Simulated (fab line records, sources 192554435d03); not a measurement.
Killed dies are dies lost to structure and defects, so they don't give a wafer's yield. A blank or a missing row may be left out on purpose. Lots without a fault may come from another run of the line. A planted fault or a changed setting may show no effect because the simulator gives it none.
fab line records | flow n5_finfet
record lots=9 wafers=27 last_day=17
route steps=1938 shown ZERO_LAYER@4 PMOS_HMC_CHANNEL_EPI@62 FIN_SAQP@99 BEOL_M4@1111 PASSIVATION@1936
lots that met no fault: from a run of the same line without faults
start_h: hours from the record's first day to the start of the lot's first wafer shown | wait_h: hours since the lot's step before | " the same as in the row above | L1.1+2: a row that stands for several wafers | - no value, or no start given | * or withheld: withheld | < > ~ a bound
route shown NAME@n: a module of which the file shows steps, and the number in the route of the first | usual: mean/standard deviation of fault-free wafers | same: alike in all rows | chamber/n: place in a boat | sites: the reading at each site | _std_site: their standard deviation | _edge_site: outer sites' mean less inner sites' | radius_mm: how far each site lies from the wafer's centre | mask NAME#n: copy n | behind: the tool/chamber that last shaped the wafer | hold: why the lot was held/for how many hours/how that ended | device: the transistor (n, p or np) that didn't switch | end of line: the same wafers' tests at the end of the route | a step without rows: its recipe alone | killed: dies lost to structure and defects at the first sort, not the wafer's yield | map: a wafer's dies, x killed, . not, _ none there
set.NAME: the setting as run; set.NAME@STEP: as run at that earlier step | model.NAME: the simulator's own value behind a step, which no gauge read
steps of the route over a sample of lots; a table a step, a row a wafer
services: from which hour (start_h, from the record's first day; less than 0 if before it) a tool's chamber was out of use, for how many hours, and why
## steps
# step N5_ZERO_LAYER_PECVD_02
# recipe material=SiO2 target_thk_a=100 temp_c=400 precursor=SiH4/N2O pressure_torr=0.75 rf_w=275 time_s=6
# usual heater_power_w=783/120 showerhead_plenum_p_Torr=8.18/0.12
# columns lot.wafer tool chamber start_h wait_h heater_power_w showerhead_plenum_p_Torr
L738.1 pecvd-02 0 24.28 0.0 1041 8.29
L738.4 " 0 " " 1053 8.29
L738.5 " 2 " " 669 8.12
L741.1 pecvd-02 1 42.30 0.0 708 8.20
L741.3 " 0 " " 1089 8.26
L741.5 " 1 " " 682 8.22
L743.1 pecvd-02 2 54.29 0.0 746 8.14
L743.3 " 0 " " 974 8.27
L743.5 " 1 " " 662 8.21
L745.2 pecvd-04 0 66.28 0.0 703 8.01
L745.3 " 1 " " 812 8.37
L745.6 " 2 " " 762 8.09
L747.2 pecvd-04 1 78.29 0.0 903 8.36
L747.3 " 1 " " 893 8.37
L747.4 " 0 " " 748 8.01
L749.2 pecvd-02 2 90.28 0.0 678 8.12
L749.3 " 0 " " 1124 8.28
L749.5 " 0 " " 1112 8.25
L753.1 pecvd-02 2 114.38 0.0 734 8.12
L753.3 " 1 " " 661 8.21
L753.6 " 1 " " 685 8.21
L754.1 pecvd-04 2 120.28 0.0 769 8.10
L754.2 " 0 " " 724 8.05
L754.4 " 0 " " 711 8.02
L758.4 pecvd-01 2 144.32 0.1 702 8.07
L758.5 " 0 " " 628 8.08
L758.6 " 1 " " 769 8.34
# step N5_PMOS_HMC_CHANNEL_EPI_EXPOSE_06
# recipe mask_id=PMOS_HMC_BLK na=1.35 source_shape=conventional sigma_outer=0.8 polarization=unpolarized target_cd_nm=240 dose_mj=41
# usual exposure_dose_mJ_cm2=40.97/0.046
# same na=1.35
# columns lot.wafer tool chamber start_h wait_h mask exposure_dose_mJ_cm2
L738.1 arfi_scanner-01 0 29.80 - PMOS_HMC_BLK#0 40.93
L738.4 " 0 " " PMOS_HMC_BLK#0 40.99
L738.5 " 0 " " PMOS_HMC_BLK#0 40.95
L741.1 arfi_scanner-03 0 47.31 - PMOS_HMC_BLK#0 40.98
L741.3 " 0 " " PMOS_HMC_BLK#0 40.89
L741.5 " 0 " " PMOS_HMC_BLK#0 40.97
L743.1 arfi_scanner-02 0 59.19 - PMOS_HMC_BLK#0 41.06
L743.3 " 0 " " PMOS_HMC_BLK#0 40.98
L743.5 " 0 " " PMOS_HMC_BLK#0 41.05
L745.2 arfi_scanner-02 0 72.28 - PMOS_HMC_BLK#0 41.00
L745.3 " 0 " " PMOS_HMC_BLK#0 41.00
L745.6 " 0 " " PMOS_HMC_BLK#0 41.02
L747.2 arfi_scanner-02 0 84.29 - PMOS_HMC_BLK#0 40.98
L747.3 " 0 " " PMOS_HMC_BLK#0 40.99
L747.4 " 0 " " PMOS_HMC_BLK#0 41.00
L749.2 arfi_scanner-03 0 94.71 - PMOS_HMC_BLK#0 40.96
L749.3 " 0 " " PMOS_HMC_BLK#0 40.93
L749.5 " 0 " " PMOS_HMC_BLK#0 40.88
L753.1 arfi_scanner-02 0 119.60 - PMOS_HMC_BLK#0 35.68
L753.3 " 0 " " PMOS_HMC_BLK#0 35.66
L753.6 " 0 " " PMOS_HMC_BLK#0 35.68
L754.1 arfi_scanner-02 0 125.22 - PMOS_HMC_BLK#0 36.67
L754.2 " 0 " " PMOS_HMC_BLK#0 36.68
L754.4 " 0 " " PMOS_HMC_BLK#0 36.70
L758.4 arfi_scanner-01 0 149.06 - PMOS_HMC_BLK#0 41.03
L758.5 " 0 " " PMOS_HMC_BLK#0 41.01
L758.6 " 0 " " PMOS_HMC_BLK#0 41.06
# step N5_PMOS_HMC_CHANNEL_EPI_CD_MEAS_09
# recipe target_cd_nm=237.4 landing_energy_ev=500 detector=se_inlens
# usual cd_nm=237.6/0.94
# columns lot.wafer tool chamber start_h wait_h cd_nm
L738.1 cd_sem-02 0 29.92 - 239.1
L738.4 " 0 " " 238.8
L738.5 " 0 " " 237.9
L741.1 cd_sem-02 0 47.43 - 236.7
L741.3 " 0 " " 237.7
L741.5 " 0 " " 237.2
L743.1 cd_sem-01 0 59.31 - 237.6
L743.3 " 0 " " 237.0
L743.5 " 0 " " 237.8
L745.2 cd_sem-02 0 72.40 - 237.0
L745.3 " 0 " " 237.7
L745.6 " 0 " " 237.2
L747.2 cd_sem-03 0 84.41 - 237.3
L747.3 " 0 " " 236.0
L747.4 " 0 " " 235.9
L749.2 cd_sem-03 0 94.83 - 237.5
L749.3 " 0 " " 237.7
L749.5 " 0 " " 237.2
L753.1 cd_sem-02 0 119.73 - 225.5
L753.3 " 0 " " 224.7
L753.6 " 0 " " 224.2
L754.1 cd_sem-01 0 125.34 - 229.6
L754.2 " 0 " " 229.8
L754.4 " 0 " " 228.4
L758.4 cd_sem-01 0 149.17 - 235.8
L758.5 " 0 " " 236.6
L758.6 " 0 " " 235.9
# step N5_FIN_SAQP_PECVD_48
# recipe material=SiNx target_thk_a=250 temp_c=400 precursor=SiH4/NH3/N2 pressure_torr=1.5 rf_w=300 time_s=22.1
# usual heater_power_w=786/120 showerhead_plenum_p_Torr=5.17/0.07 throttle_valve_pct=39.9/1.9
# columns lot.wafer tool chamber start_h wait_h heater_power_w showerhead_plenum_p_Torr throttle_valve_pct
L738.1 pecvd-03 2 34.40 0.0 794 5.12 40.2
L738.4 " 2 " " 780 5.12 39.9
L738.5 " 1 " " 691 5.27 42.6
L741.1 pecvd-02 0 51.50 0.0 1066 5.18 39.4
L741.3 " 1 " " 596 5.18 42.8
L741.5 " 1 " " 595 5.17 43.0
L743.1 pecvd-02 1 62.96 0.0 662 5.17 42.7
L743.3 " 2 " " 741 5.14 38.3
L743.5 " 2 " " 752 5.13 38.4
L745.2 pecvd-02 0 75.97 0.0 1067 5.22 39.2
L745.3 " 1 " " 645 5.17 42.6
L745.6 " 0 " " 1065 5.20 39.2
L747.2 pecvd-02 2 89.59 0.0 749 5.13 38.5
L747.3 " 0 " " 921 5.20 39.2
L747.4 " 0 " " 937 5.20 39.3
L749.2 pecvd-04 2 101.29 0.0 827 5.12 36.6
L749.3 " 1 " " 900 5.24 38.5
L749.5 " 0 " " 713 5.08 41.3
L753.1 pecvd-03 0 123.76 0.0 810 5.28 40.2
L753.3 " 2 " " 733 5.13 40.3
L753.6 " 1 " " 776 5.29 42.9
L754.1 pecvd-03 1 129.62 0.0 775 5.28 42.9
L754.2 " 0 " " 785 5.29 40.3
L754.4 " 2 " " 825 5.12 39.7
L758.4 pecvd-04 2 153.23 0.0 878 5.11 36.9
L758.5 " 0 " " 689 5.08 41.5
L758.6 " 1 " " 881 5.25 38.4
# step N5_FIN_SAQP_PECVD_06
# recipe material=a-Si target_thk_a=600 temp_c=400 precursor=SiH4/He pressure_torr=3 rf_w=100 time_s=48.1
# usual heater_power_w=864/110 showerhead_plenum_p_Torr=5.69/0.053 throttle_valve_pct=18.2/0.86
# columns lot.wafer tool chamber start_h wait_h heater_power_w showerhead_plenum_p_Torr throttle_valve_pct
L738.1 pecvd-03 2 34.44 0.0 911 5.65 18.3
L738.4 " 2 " " 880 5.65 18.1
L738.5 " 1 " " 851 5.77 19.3
L741.1 pecvd-02 0 51.54 0.0 1084 5.73 18.0
L741.3 " 1 " " 746 5.69 19.2
L741.5 " 1 " " 776 5.70 19.6
L743.1 pecvd-02 1 63.00 0.0 756 5.67 19.4
L743.3 " 2 " " 713 5.66 17.3
L743.5 " 2 " " 729 5.67 17.5
L745.2 pecvd-02 0 76.01 0.0 1153 5.72 18.0
L745.3 " 1 " " 698 5.70 19.5
L745.6 " 0 " " 990 5.71 18.2
L747.2 pecvd-02 2 89.63 0.0 787 5.66 17.4
L747.3 " 0 " " 988 5.73 17.9
L747.4 " 0 " " 1015 5.72 18.0
L749.2 pecvd-04 2 101.33 0.0 895 5.65 16.8
L749.3 " 1 " " 902 5.75 17.4
L749.5 " 0 " " 722 5.65 18.9
L753.1 pecvd-03 0 123.79 0.0 942 5.77 18.5
L753.3 " 2 " " 878 5.64 18.3
L753.6 " 1 " " 843 5.79 19.4
L754.1 pecvd-03 1 129.66 0.0 884 5.76 19.3
L754.2 " 0 " " 956 5.77 18.5
L754.4 " 2 " " 805 5.65 18.4
L758.4 pecvd-04 2 153.28 0.0 936 5.65 17.0
L758.5 " 0 " " 779 5.62 18.9
L758.6 " 1 " " 922 5.75 17.7
# step N5_BEOL_M4_RC_MEAS_101
# usual DIBL_N=35.8/1.6 DIBL_P=36.0/2.1 IOFF_N=0.153/0.026 IOFF_P=0.21/0.037 ION_N=673/11 ION_P=462/7.6 SS_N=71.4/0.53 SS_P=73.2/0.67 VT_N=250/3.2 VT_P=-250/3.7
# columns lot.wafer tool chamber start_h wait_h DIBL_N[mV/V] DIBL_P[mV/V] IOFF_N[nA/um] IOFF_P[nA/um] ION_N[uA/um] ION_P[uA/um] SS_N[mV/dec] SS_P[mV/dec] VT_N[mV] VT_P[mV]
L738.1 prober-01 0 191.95 0.0 36.7 38.9 0.176 0.28 693 472 71.4 74.1 250 -243
L738.4 " 0 " " 37.7 40.2 0.201 0.32 682 477 72.1 74.1 246 -240
L738.5 " 0 " " 35.7 37.7 0.146 0.26 673 470 71.0 73.2 252 -244
L741.1 prober-02 0 198.55 0.0 34.5 35.5 0.142 0.20 675 468 71.3 72.8 251 -250
L741.3 " 0 " " 33.6 34.5 0.126 0.17 665 452 71.1 72.9 250 -254
L741.5 " 0 " " 33.7 34.1 0.124 0.17 670 447 71.2 72.5 252 -252
L743.1 prober-01 0 207.77 0.0 33.7 33.4 0.121 0.17 658 458 70.6 72.8 253 -255
L743.3 " 0 " " 33.4 32.9 0.111 0.15 653 450 70.4 72.2 254 -253
L743.5 " 0 " " 31.5 30.3 0.091 0.13 647 445 70.2 72.0 256 -257
L745.2 prober-01 0 224.95 0.2 35.2 35.2 0.136 0.18 671 462 71.4 73.4 250 -252
L745.3 " 0 " " 35.3 35.7 0.153 0.20 688 468 70.8 72.8 249 -249
L745.6 " 0 " " 36.4 37.6 0.168 0.22 688 469 71.9 72.6 246 -248
L747.2 prober-01 0 245.42 0.2 35.2 36.0 0.160 0.18 670 455 71.9 73.3 251 -252
L747.3 " 0 " " 37.1 39.2 0.186 0.24 670 452 71.4 74.0 246 -250
L747.4 " 0 " " 36.0 37.5 0.160 0.22 675 460 71.9 73.7 249 -251
L749.2 prober-01 0 251.81 0.2 34.2 35.2 0.139 0.20 672 467 71.2 72.5 252 -251
L749.3 " 0 " " 34.2 34.9 0.136 0.21 676 472 71.8 72.8 253 -248
L749.5 " 0 " " 35.0 35.9 0.168 0.23 678 466 71.3 73.4 247 -249
L754.1 prober-02 0 274.61 0.0 35.1 34.1 0.127 0.16 657 454 71.6 72.5 253 -257
L754.2 " 0 " " 35.8 34.5 0.131 0.16 661 452 71.3 72.6 254 -257
L754.4 " 0 " " 32.7 30.9 0.093 0.12 662 448 70.3 71.9 259 -255
L753.1 prober-01 0 275.89 0.0 35.1 36.0 0.145 0.19 665 459 70.7 73.7 251 -252
L753.3 " 0 " " 35.1 35.8 0.148 0.19 671 458 71.4 72.8 249 -250
L753.6 " 0 " " 37.1 38.2 0.178 0.22 678 460 72.4 74.1 249 -252
L758.4 prober-01 0 302.60 0.5 33.2 32.0 0.110 0.15 664 457 70.9 71.6 256 -254
L758.5 " 0 " " 34.2 32.8 0.118 0.15 667 458 71.0 72.4 253 -256
L758.6 " 0 " " 37.3 37.4 0.188 0.24 685 467 71.0 73.3 246 -250
# step N5_PASSIVATION_PROBE_49
# usual defect_limited_yield=91.3/1.5 killed_at_M0_to_M3=33/12 killed_at_M4_up=13/5.2 killed_at_contacts=13/6.7 killed_at_front_end=40/11 killed_at_other=4.1/2.7 killed_dies=103/17 killed_open=69/13 killed_short=33/8.4 sort_bin_5_function=5.1/1 sort_bin_6_memory=3.2/0.62 sort_n_pass=1077/17 sort_yield_pct=91.3/1.5
# same gross_dies=1180 killed_at_back_side=0 sort_bin_4_leakage[%]=0 sort_bin_8_speed[%]=0
# columns lot.wafer tool chamber start_h wait_h defect_limited_yield[%] killed_at_M0_to_M3 killed_at_M4_up killed_at_contacts killed_at_front_end killed_at_other killed_dies killed_open killed_short sort_bin_5_function[%] sort_bin_6_memory[%] sort_n_pass sort_yield_pct[%]
L753.3 prober-02 - 388.25 0.1 93.6 29 11 8 25 2 75 49 24 3.4 2.8 1105 93.6
# killed by level:class
L753.3 BEOL_M2:geometric_particle:open=11 BEOL_M1:geometric_particle:open=9 FIN_SAQP:geometric_particle:open=6 MOL_CONTACT_COAG:geometric_particle:open=6 STI_FIN_REVEAL:geometric_particle:open=4 BEOL_M4:geometric_particle:open=4 FIN_SAQP:geometric_particle:short=3 DUMMY_GATE:geometric_particle:open=3
## services
# columns tool chamber start_h hours kind
arfi_scanner-02 - 6.49 1.0 pm
pecvd-04 1 10.94 7.4 repair
arfi_scanner-01 - 11.75 16.0 pm
arfi_scanner-02 - 28.20 3.9 pm
arfi_scanner-01 - 42.38 2.0 repair
pecvd-03 1 42.80 22.1 repair
arfi_scanner-02 - 49.23 1.3 pm
arfi_scanner-03 - 51.16 0.8 pm
pecvd-03 - 60.58 14.6 pm
arfi_scanner-03 - 60.62 1.3 pm
arfi_scanner-02 - 64.33 0.8 pm
arfi_scanner-02 - 67.19 3.0 pm
arfi_scanner-02 - 88.64 0.9 repair
arfi_scanner-01 - 88.73 0.8 pm
arfi_scanner-01 - 92.50 1.0 repair
arfi_scanner-02 - 109.68 1.0 pm
arfi_scanner-01 - 119.30 1.3 pm
arfi_scanner-01 - 120.60 0.8 pm
arfi_scanner-01 - 123.97 4.9 pm
arfi_scanner-02 - 124.70 0.4 repair
arfi_scanner-01 - 137.92 1.0 pm
pecvd-02 - 139.84 0.3 repair
arfi_scanner-03 - 141.37 1.0 pm
arfi_scanner-02 - 146.50 6.0 pm
## key
first_sign step=N5_PMOS_HMC_CHANNEL_EPI_EXPOSE_06 reading=exposure_dose_mJ_cm2 direction=down sigmas=99+ usual=40.97 struck=36.18
effect step=N5_PMOS_HMC_CHANNEL_EPI_CD_MEAS_09 reading=cd_nm direction=down sigmas=11 usual=237.6 struck=227.0 through=control_loop
met_at N5_PMOS_HMC_CHANNEL_EPI_EXPOSE_06
struck_lots L753,L754
loop_trim step=N5_PMOS_HMC_CHANNEL_EPI_EXPOSE_06 setting=dose lots=L754
not_acting_at N5_ZERO_LAYER_PECVD_02,N5_FIN_SAQP_PECVD_48,N5_FIN_SAQP_PECVD_06
onset_between 84.29 119.60
fault kind=process_parameter_drift tool=arfi_scanner-02 chamber=- onset_h=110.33 steps=N5_PMOS_HMC_CHANNEL_EPI_EXPOSE_06 channel=dose_mj offset=-5.3098 shape=step acts_in=these_recipes_only stated=41
# loop_trim: a control loop set the setting to another value than it would have without faults
